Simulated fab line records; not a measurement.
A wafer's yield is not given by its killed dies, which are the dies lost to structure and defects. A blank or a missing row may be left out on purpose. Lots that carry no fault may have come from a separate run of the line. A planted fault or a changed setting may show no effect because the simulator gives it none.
Chamber matching / flow nand harc / rie diel-07 running NHARC_A_CONTACT_DESCUM_74: 4 sister chambers
The step chemistry O2, time 3 s. 4 wafers are shown with their chamber, then 9 later ones without.

## WAFERS, EACH WITH ITS CHAMBER
wafer=L168.3; chamber=0; showerhead plenum p Torr (Torr)=1.82
wafer=L168.5; chamber=1; showerhead plenum p Torr (Torr)=1.89
wafer=L172.4; chamber=2; showerhead plenum p Torr (Torr)=1.89
wafer=L172.5; chamber=3; showerhead plenum p Torr (Torr)=1.78

## WAFERS WITHOUT THEIR CHAMBER
wafer=L175.4; showerhead plenum p Torr (Torr)=1.77
wafer=L175.5; showerhead plenum p Torr (Torr)=1.82
wafer=L175.6; showerhead plenum p Torr (Torr)=1.77
wafer=L177.4; showerhead plenum p Torr (Torr)=1.89
wafer=L177.5; showerhead plenum p Torr (Torr)=1.89
wafer=L177.6; showerhead plenum p Torr (Torr)=1.89
wafer=L178.3; showerhead plenum p Torr (Torr)=1.89
wafer=L178.4; showerhead plenum p Torr (Torr)=1.89
wafer=L178.5; showerhead plenum p Torr (Torr)=1.89

## THE CHAMBER EACH PASSED THROUGH
wafer=L175.4; from the rows above=3; in truth=3
wafer=L175.5; from the rows above=0; in truth=0
wafer=L175.6; from the rows above=3; in truth=3
wafer=L177.4; from the rows above=can't be placed: 1 or 2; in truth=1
wafer=L177.5; from the rows above=can't be placed: 1 or 2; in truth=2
wafer=L177.6; from the rows above=can't be placed: 1 or 2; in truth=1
wafer=L178.3; from the rows above=can't be placed: 1 or 2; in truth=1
wafer=L178.4; from the rows above=can't be placed: 1 or 2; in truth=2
wafer=L178.5; from the rows above=can't be placed: 1 or 2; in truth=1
3 of 9 placed correctly. Cannot be placed on the basis of these rows: 6; the candidates contain the true chamber in 6. 0 placed wrongly.
How it was worked out, from the rows above alone: a wafer's distance from a chamber is the root of the sum, over the readings, of the square of ((its reading less the chamber's mean) divided by the reading's scatter). The wafer belongs to the nearest chamber; if the next one is less than 2 further off, it can't be placed. The mean given for a chamber averages the wafers shown for that chamber. The scatter (one wafer shown for each chamber): square how far every hidden wafer sits from the nearest shown wafer, average those squares and take the square root.
